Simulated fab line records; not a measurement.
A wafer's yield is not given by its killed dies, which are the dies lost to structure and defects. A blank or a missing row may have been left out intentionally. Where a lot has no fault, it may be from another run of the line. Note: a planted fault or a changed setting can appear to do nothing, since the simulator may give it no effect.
A lot that was struck, set against a sound lot ; flow nand harc ; 15 out of 1302 route steps
Sound: the wafers L461.1, L461.3, L461.5. Wafers L472.1, L472.2, L472.4 were the ones struck. At the end, the cause is stated.
At each step with rows: each side's tool, then ch and its chambers, then its first start. Under that, the readings that differ: sound wafers ; struck wafers ; difference of the means ; sigmas: that difference in standard deviations of wafers without a fault.
alike: readings whose means differ by less than 2 such deviations, and words and numbers that are the same on both sides. not compared: withheld readings, readings that some wafer has no value for, bounds like >300 that may hide the same value, and numbers for which the record gives no deviation and whose values overlap.
The two part at a step that has a row with sigmas, a row that says differs or no value, or rows on one side only. When numbers do not overlap yet have no deviation, they are printed without sigmas and do not part them. A reading missing from all wafers of one side parts the sides only when that side holds two or more wafers.

first, 2 steps without rows for these wafers: NHARC_A_CONTACT_ETCH_111 (etches the open film in C4F8/O2/Ar, time 140 s, target depth 700 nm); NHARC_A_CONTACT_ETCH_112 (etches the open film in C4F8/O2/Ar, time 190 s, target depth 1850 nm).
NHARC_A_CONTACT_ETCH_113: etches the open film in C4F8/O2/Ar, time 190 s, target depth 1850 nm.
  sound on har cap etch-01 ch 0,1, day 24 06:01; struck on har cap etch-01 ch 0,1, day 27 10:16
  alike: chamber pressure mTorr, oes air line au
  not compared: rf hours counter h
NHARC_A_CONTACT_ETCH_114: etches the open film in C4F8/O2/Ar, time 190 s, target depth 1850 nm.
  sound on har cap etch-01 ch 0,1, day 24 06:11; struck on har cap etch-01 ch 0,1, day 27 10:27
  alike: chamber pressure mTorr, oes air line au
  not compared: rf hours counter h
then, 1 step without rows for these wafers: NHARC_A_CONTACT_ETCH_115 (etches the open film in C4F8/O2/Ar, time 190 s, target depth 1850 nm).
NHARC_A_CONTACT_ETCH_116: etches the open film in C4F8/O2/Ar, time 190 s, target depth 1850 nm.
  sound on har cap etch-01 ch 0,1, day 24 06:31; struck on har cap etch-01 ch 0,1, day 27 10:47
  alike: chamber pressure mTorr, oes air line au
  not compared: rf hours counter h
then, 4 steps without rows for these wafers: NHARC_A_CONTACT_ETCH_117 (etches the open film in C4F8/O2/Ar, time 190 s, target depth 1850 nm); NHARC_A_CONTACT_ETCH_118 (etches the open film in C4F8/O2/Ar, time 190 s, target depth 1850 nm); NHARC_A_CONTACT_ETCH_119 (etches the open film in C4F8/O2/Ar, time 190 s, target depth 1850 nm); NHARC_A_CONTACT_ETCH_120 (etches the open film in C4F8/O2/Ar, time 190 s, target depth 1850 nm).
NHARC_A_CONTACT_ETCH_121: etches the open film in C4F8/O2/Ar, time 190 s, target depth 1850 nm.
  sound on har cap etch-01 ch 0,1, day 24 07:22; struck on har cap etch-01 ch 0,1, day 27 11:39
  alike: chamber pressure mTorr, oes air line au
  not compared: rf hours counter h
NHARC_A_CONTACT_ETCH_122: etches the open film in C4F8/O2/Ar, time 190 s, target depth 1850 nm.
  sound on har cap etch-01 ch 0,1, day 24 07:32; struck on har cap etch-01 ch 0,1, day 27 11:49
  alike: chamber pressure mTorr, oes air line au
  not compared: rf hours counter h
NHARC_A_CONTACT_ETCH_123: etches the open film in C4F8/O2/Ar, time 490 s, target depth 2110 nm.
  sound on har cap etch-01 ch 0,1, day 24 07:43; struck on har cap etch-01 ch 0,1, day 27 11:59
  no value came back on the struck wafers for chamber pressure mTorr (mTorr), oes air line au (a.u.); on the sound wafers chamber pressure mTorr (mTorr) reads 19.993 19.993 20.002
  not compared: rf hours counter h
then, 1 step without rows for these wafers: NHARC_A_CONTACT_ETCH_90 (etches the open film in CH3F/O2, target depth 40 nm, time 85.7 s).
-- jump in the record: it breaks off in module A_CONTACT and resumes in module END (first step shown: number 1302 of the route), and 3 days separate the struck wafers' starts before and after --
NHARC_END_SORT_01:
  here the record holds rows for the struck wafers (prober-02 ch 0, day 30 08:03) but none for the sound ones

WHERE THEY PART
First at NHARC_A_CONTACT_ETCH_123; last, within this record, at NHARC_END_SORT_01.

WHY: what had been put in by the simulator
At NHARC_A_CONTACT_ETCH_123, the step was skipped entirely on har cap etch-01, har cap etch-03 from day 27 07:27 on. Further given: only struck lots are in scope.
